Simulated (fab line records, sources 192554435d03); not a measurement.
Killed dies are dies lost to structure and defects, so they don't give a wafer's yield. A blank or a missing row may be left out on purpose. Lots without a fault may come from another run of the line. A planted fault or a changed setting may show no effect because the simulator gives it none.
Which tool did it? | flow n5_finfet | 24 lots, 72 wafers sampled, at 6 steps of a route of 1938

WHAT THE GAUGES READ, wafer by wafer
N5_BEOL_M14_INSPECT_30: inspects for defects (macro). Usual: raw_defect_count 2.1, standard deviation 1.4.
lot  | measured     | on                | raw_defect_count | flag
L074 | day 11 01:53 | defect_inspect-01 | 4 0 4            |
L075 | day 12 00:35 | defect_inspect-02 | 3 1 1            |
L076 | day 12 10:06 | defect_inspect-01 | 3 2 1            |
L077 | day 12 13:39 | defect_inspect-01 | 2 4 0            |
L078 | day 12 19:32 | defect_inspect-02 | 2 1 3            |
L080 | day 13 11:49 | defect_inspect-01 | 3 1 1            |
L079 | day 13 13:01 | defect_inspect-01 | 4 0 3            |
L082 | day 13 17:01 | defect_inspect-01 | 2 1 3            |
L085 | day 13 19:56 | defect_inspect-01 | 1 0 1            |
L081 | day 13 22:30 | defect_inspect-01 | 1 1 1            |
L083 | day 14 04:08 | defect_inspect-01 | 4 0 1            |
L084 | day 14 08:06 | defect_inspect-02 | 1 4 2            |
L087 | day 14 09:47 | defect_inspect-01 | 2 4 2            |
L088 | day 14 12:07 | defect_inspect-02 | 2 5 2            |
L086 | day 14 12:23 | defect_inspect-02 | 2 2 1            |
L089 | day 15 15:06 | defect_inspect-01 | 5 4 1            |
L090 | day 16 01:13 | defect_inspect-02 | 1 1 2            |
L093 | day 16 05:02 | defect_inspect-01 | 2 2 2            |
L091 | day 16 05:11 | defect_inspect-02 | 3 2 5            |
L094 | day 16 12:38 | defect_inspect-01 | 0 4 2            |
L092 | day 16 13:16 | defect_inspect-02 | 2 3 2            |
L095 | day 17 13:44 | defect_inspect-01 | 2 0 3            |
L096 | day 17 22:53 | defect_inspect-01 | 2 1 1            |
L097 | day 18 00:41 | defect_inspect-01 | 2 4 3            |

N5_BEOL_M14_OCD_MEAS_35. Usual: trench_depth_nm 556 nm, standard deviation 8.6.
lot  | measured     | on     | trench_depth_nm (nm) | flag
L074 | day 11 03:10 | ocd-01 | 550 584 554          |
L075 | day 12 02:07 | ocd-01 | 559 549 557          |
L076 | day 12 10:45 | ocd-01 | 559 560 563          |
L077 | day 12 14:19 | ocd-01 | 577 554 551          |
L078 | day 12 20:11 | ocd-01 | 569 564 567          |
L080 | day 13 12:28 | ocd-02 | 544 558 539          |
L079 | day 13 13:40 | ocd-02 | 562 543 561          |
L082 | day 13 17:40 | ocd-01 | 559 560 549          |
L085 | day 13 20:45 | ocd-01 | 551 546 550          |
L081 | day 13 23:10 | ocd-02 | 544 544 562          |
L083 | day 14 04:55 | ocd-01 | 547 553 565          |
L084 | day 14 08:46 | ocd-01 | 561 557 554          |
L087 | day 14 10:26 | ocd-01 | 548 575 551          |
L088 | day 14 12:54 | ocd-02 | 576 553 577          |
L086 | day 14 13:35 | ocd-02 | 575 552 571          |
L089 | day 15 15:45 | ocd-01 | 544 558 556          |
L090 | day 16 02:07 | ocd-02 | 572 553 572          |
L093 | day 16 05:40 | ocd-01 | 561 545 549          |
L091 | day 16 05:50 | ocd-01 | 554 582 553          |
L094 | day 16 13:16 | ocd-02 | 557 554 562          |
L092 | day 16 14:10 | ocd-02 | 557 557 560          |
L095 | day 17 14:38 | ocd-01 | 561 562 560          |
L096 | day 17 23:42 | ocd-01 | 557 550 554          |
L097 | day 18 01:19 | ocd-02 | 564 556 567          |

N5_BEOL_M15_INSPECT_30: inspects for defects (macro). Usual: raw_defect_count 1.9, standard deviation 1.5.
lot  | measured     | on                | raw_defect_count | flag
L074 | day 11 07:17 | defect_inspect-01 | 0 1 3            |
L075 | day 12 06:34 | defect_inspect-02 | 0 2 3            |
L076 | day 12 16:31 | defect_inspect-01 | 0 1 1            |
L077 | day 12 20:13 | defect_inspect-02 | 0 0 6            |
L078 | day 13 02:23 | defect_inspect-01 | 2 2 3            |
L080 | day 13 18:40 | defect_inspect-02 | 1 1 0            |
L079 | day 13 19:38 | defect_inspect-01 | 1 2 2            |
L082 | day 14 01:34 | defect_inspect-01 | 2 3 3            |
L085 | day 14 01:49 | defect_inspect-01 | 2 2 2            |
L081 | day 14 05:29 | defect_inspect-02 | 4 6 3            |
L083 | day 14 12:41 | defect_inspect-02 | 1 1 1            |
L084 | day 14 13:31 | defect_inspect-02 | 1 2 3            |
L087 | day 14 15:19 | defect_inspect-02 | 2 2 2            |
L088 | day 14 20:22 | defect_inspect-01 | 6 3 0            |
L086 | day 14 21:16 | defect_inspect-01 | 2 4 1            |
L089 | day 15 21:44 | defect_inspect-01 | 3 3 2            |
L090 | day 16 07:52 | defect_inspect-02 | 2 2 1            |
L093 | day 16 17:49 | defect_inspect-01 | 0 0 3            |
L091 | day 16 11:26 | defect_inspect-02 | 5 3 3            |
L094 | day 16 18:13 | defect_inspect-02 | 0 2 2            |
L092 | day 16 18:55 | defect_inspect-01 | 2 2 4            |
L095 | day 17 19:51 | defect_inspect-02 | 1 1 2            |
L096 | day 18 10:50 | defect_inspect-02 | 2 1 2            |
L097 | day 18 11:10 | defect_inspect-01 | 1 5 6            |

WHICH TOOL RAN EACH LOT (tool, then ch and the chambers of the sampled wafers, then the start)
lot  | N5_BEOL_M14_PRE_CLEAN_42     | N5_BEOL_M14_SPUTTER_45       | N5_BEOL_M14_CMP_49
L074 | pvd_sputter-01, day 11 03:40 | pvd_sputter-01, day 11 03:52 | cmp-02 ch 0,2,3, day 11 04:38
L075 | pvd_sputter-03, day 12 03:10 | pvd_sputter-03, day 12 03:22 | cmp-01 ch 0,2, day 12 03:58
L076 | pvd_sputter-03, day 12 12:20 | pvd_sputter-03, day 12 12:32 | cmp-03 ch 0,2,3, day 12 14:02
L077 | pvd_sputter-01, day 12 16:32 | pvd_sputter-01, day 12 16:44 | cmp-01 ch 0,1, day 12 17:21
L078 | pvd_sputter-01, day 12 22:44 | pvd_sputter-01, day 12 22:56 | cmp-02 ch 1,2,3, day 12 23:45
L080 | pvd_sputter-02, day 13 15:03 | pvd_sputter-02, day 13 15:15 | cmp-03 ch 1,2,3, day 13 15:56
L079 | pvd_sputter-02, day 13 15:29 | pvd_sputter-02, day 13 15:41 | cmp-01 ch 0,1,2, day 13 17:01
L082 | pvd_sputter-03, day 13 21:11 | pvd_sputter-03, day 13 21:23 | cmp-02 ch 2,3, day 13 22:47
L085 | pvd_sputter-01, day 13 21:41 | pvd_sputter-01, day 13 21:53 | cmp-02 ch 0,1,3, day 13 23:10
L081 | pvd_sputter-03, day 14 01:13 | pvd_sputter-03, day 14 01:25 | cmp-02 ch 1,2,3, day 14 02:19
L083 | pvd_sputter-01, day 14 08:54 | pvd_sputter-01, day 14 09:06 | cmp-03 ch 0,1,2, day 14 10:01
L084 | pvd_sputter-01, day 14 09:13 | pvd_sputter-01, day 14 09:25 | cmp-01 ch 2,3, day 14 10:42
L087 | pvd_sputter-01, day 14 11:50 | pvd_sputter-01, day 14 12:02 | cmp-01 ch 0,2, day 14 12:38
L088 | pvd_sputter-01, day 14 17:00 | pvd_sputter-01, day 14 17:12 | cmp-02 ch 0,1,3, day 14 17:53
L086 | pvd_sputter-01, day 14 17:54 | pvd_sputter-01, day 14 18:06 | cmp-01 ch 0,1,2, day 14 18:44
L089 | pvd_sputter-03, day 15 17:59 | pvd_sputter-03, day 15 18:11 | cmp-03 ch 1,2,3, day 15 18:52
L090 | pvd_sputter-02, day 16 04:29 | pvd_sputter-02, day 16 04:41 | cmp-03 ch 1,2, day 16 05:17
L093 | pvd_sputter-01, day 16 14:05 | pvd_sputter-01, day 16 14:17 | cmp-03 ch 0,1,3, day 16 15:12
L091 | pvd_sputter-01, day 16 07:49 | pvd_sputter-01, day 16 08:01 | cmp-01 ch 0,2,3, day 16 08:41
L094 | pvd_sputter-03, day 16 14:28 | pvd_sputter-03, day 16 14:40 | cmp-01 ch 2,3, day 16 15:22
L092 | pvd_sputter-03, day 16 14:54 | pvd_sputter-03, day 16 15:06 | cmp-01 ch 0,1, day 16 15:55
L095 | pvd_sputter-01, day 17 16:11 | pvd_sputter-01, day 17 16:23 | cmp-03 ch 0,2, day 17 17:17
L096 | pvd_sputter-02, day 18 07:12 | pvd_sputter-02, day 18 07:24 | cmp-03 ch 1,2,3, day 18 08:05
L097 | pvd_sputter-01, day 18 07:13 | pvd_sputter-01, day 18 07:25 | cmp-02 ch 2,3, day 18 08:13
- N5_BEOL_M14_PRE_CLEAN_42: time 30 s.
- N5_BEOL_M14_SPUTTER_45: material Cu, target thk 100 nm, time 16.67 s.
- N5_BEOL_M14_CMP_49: polishes, stops on SiO2, t overpolish 5.2 s, target thk 560 nm.

WHAT THE TOOLS THEMSELVES READ (means of the sampled wafers that have a number; where no wafer has one, the mark that the record gives instead)
N5_BEOL_M14_PRE_CLEAN_42. Usual: heater_power_w 469 W, standard deviation 39.
lot  | tool           | heater_power_w (W) | flag
L074 | pvd_sputter-01 | 445                |
L075 | pvd_sputter-03 | 451                |
L076 | pvd_sputter-03 | 463                |
L077 | pvd_sputter-01 | 470                |
L078 | pvd_sputter-01 | 490                |
L080 | pvd_sputter-02 | 532                |
L079 | pvd_sputter-02 | 486                |
L082 | pvd_sputter-03 | 477                |
L085 | pvd_sputter-01 | 458                |
L081 | pvd_sputter-03 | 469                |
L083 | pvd_sputter-01 | 451                |
L084 | pvd_sputter-01 | 450                |
L087 | pvd_sputter-01 | 471                |
L088 | pvd_sputter-01 | 453                |
L086 | pvd_sputter-01 | 462                |
L089 | pvd_sputter-03 | 484                |
L090 | pvd_sputter-02 | 524                |
L093 | pvd_sputter-01 | 448                |
L091 | pvd_sputter-01 | 459                |
L094 | pvd_sputter-03 | 452                |
L092 | pvd_sputter-03 | 459                |
L095 | pvd_sputter-01 | 461                |
L096 | pvd_sputter-02 | 488                |
L097 | pvd_sputter-01 | 454                |

N5_BEOL_M14_SPUTTER_45. Usual: chuck_gas_flow_sccm 1.26 sccm, standard deviation 0.055; substrate_temp_c -20.01 C, standard deviation 0.11; throttle_valve_pct 30.3 %, standard deviation 0.97.
lot  | tool           | chuck_gas_flow_sccm (sccm) | substrate_temp_c (C) | throttle_valve_pct (%) | flag
L074 | pvd_sputter-01 | 1.24                       | -20.05               | 31.3                   |
L075 | pvd_sputter-03 | 1.30                       | -20.08               | 29.8                   |
L076 | pvd_sputter-03 | 1.31                       | -20.15               | 30.1                   |
L077 | pvd_sputter-01 | 1.25                       | -19.87               | 29.8                   |
L078 | pvd_sputter-01 | 1.30                       | -19.92               | 30.6                   |
L080 | pvd_sputter-02 | 1.26                       | -20.00               | 28.3                   |
L079 | pvd_sputter-02 | 1.23                       | -19.92               | 29.3                   |
L082 | pvd_sputter-03 | 1.26                       | -20.04               | 30.1                   |
L085 | pvd_sputter-01 | 1.28                       | -20.03               | 30.2                   |
L081 | pvd_sputter-03 | 1.27                       | -20.00               | 30.2                   |
L083 | pvd_sputter-01 | 1.27                       | -20.08               | 30.2                   |
L084 | pvd_sputter-01 | 1.30                       | -20.01               | 30.5                   |
L087 | pvd_sputter-01 | 1.25                       | -20.13               | 31.6                   |
L088 | pvd_sputter-01 | 1.26                       | -19.97               | 30.8                   |
L086 | pvd_sputter-01 | 1.26                       | -19.97               | 30.6                   |
L089 | pvd_sputter-03 | 1.27                       | -19.95               | 30.3                   |
L090 | pvd_sputter-02 | 1.28                       | -19.90               | 29.8                   |
L093 | pvd_sputter-01 | 1.24                       | -20.07               | 30.8                   |
L091 | pvd_sputter-01 | 1.28                       | -20.04               | 30.1                   |
L094 | pvd_sputter-03 | 1.24                       | -20.08               | 29.9                   |
L092 | pvd_sputter-03 | 1.25                       | -20.02               | 30.0                   |
L095 | pvd_sputter-01 | 1.29                       | -20.01               | 30.6                   |
L096 | pvd_sputter-02 | 1.24                       | -20.01               | 29.7                   |
L097 | pvd_sputter-01 | 1.28                       | -20.00               | 30.1                   |

N5_BEOL_M14_CMP_49. Usual: barrier_field_endpoint_s 11.5 s, standard deviation 0.32; clearing_platen_down_force_psi 2.000 psi, standard deviation 0.0046; motor_current_A 7.9 A, standard deviation 0.93; overpolish_run_s 5.199 s, standard deviation 0.0097; pad_life_wafers 1034, standard deviation 490; time_to_endpoint_s 123 s, standard deviation 4.8.
lot  | tool   | barrier_field_endpoint_s (s) | clearing_platen_down_force_psi (psi) | motor_current_A (A) | overpolish_run_s (s) | pad_life_wafers | time_to_endpoint_s (s) | flag
L074 | cmp-02 | 11.2                         | 1.998                                | 7.2                 | 5.193                | 824             | 120                    |
L075 | cmp-01 | 11.9                         | 2.003                                | 7.9                 | 5.196                | 697             | 128                    |
L076 | cmp-03 | 11.4                         | 1.998                                | 7.9                 | 5.206                | 2162            | 121                    |
L077 | cmp-01 | 11.1                         | 1.991                                | 8.3                 | 5.206                | 792             | 118                    |
L078 | cmp-02 | 11.8                         | 1.999                                | 7.0                 | 5.188                | 1226            | 129                    |
L080 | cmp-03 | 11.5                         | 2.003                                | 7.5                 | 5.195                | 158             | 126                    |
L079 | cmp-01 | 11.3                         | 1.999                                | 8.2                 | 5.198                | 980             | 123                    |
L082 | cmp-02 | 11.9                         | 1.998                                | 7.2                 | 5.201                | 1405            | 128                    |
L085 | cmp-02 | 11.6                         | 1.999                                | 7.3                 | 5.196                | 1412            | 126                    |
L081 | cmp-02 | 11.9                         | 2.002                                | 7.2                 | 5.194                | 1437            | 131                    |
L083 | cmp-03 | 11.8                         | 2.000                                | 7.9                 | 5.203                | 309             | 129                    |
L084 | cmp-01 | 11.1                         | 2.003                                | 9.1                 | 5.199                | 1128            | 117                    |
L087 | cmp-01 | 11.4                         | 1.997                                | 8.9                 | 5.198                | 1141            | 119                    |
L088 | cmp-02 | 11.2                         | 2.001                                | 7.3                 | 5.204                | 1562            | 122                    |
L086 | cmp-01 | 11.4                         | 2.003                                | 8.2                 | 5.206                | 1196            | 123                    |
L089 | cmp-03 | 11.7                         | 2.003                                | 7.4                 | 5.201                | 542             | 122                    |
L090 | cmp-03 | 11.6                         | 2.002                                | 7.2                 | 5.194                | 630             | 124                    |
L093 | cmp-03 | 11.9                         | 2.003                                | 7.8                 | 5.186                | 697             | 128                    |
L091 | cmp-01 | 11.2                         | 2.005                                | 8.4                 | 5.198                | 1466            | 119                    |
L094 | cmp-01 | 11.7                         | 1.999                                | 9.4                 | 5.198                | 1512            | 123                    |
L092 | cmp-01 | 11.6                         | 1.996                                | 7.8                 | 5.203                | 1518            | 125                    |
L095 | cmp-03 | 11.6                         | 1.998                                | 8.1                 | 5.196                | 896             | 128                    |
L096 | cmp-03 | 11.1                         | 1.997                                | 7.3                 | 5.206                | 1034            | 117                    |
L097 | cmp-02 | 11.2                         | 2.004                                | 7.1                 | 5.208                | 84              | 117                    |

THE ANSWER, worked out from the rows above alone
Rule: a lot is off if the mean of its wafers that have a number lies more than 3 standard deviations from the usual mean. A lot without any number at a reading at which 4 lots or more have one is off too. The other lots that the step has rows for count as sound. The gauges are gone through in route order, then the tools' own readings, and for those a lot's mean is taken as printed above. The first step at which some lot is off is used, and at that step the reading that is off furthest; a lot without a number counts as furthest.
No lot is off at any reading shown: from this, nothing can be told.

WHAT THE SIMULATOR HAD PUT IN
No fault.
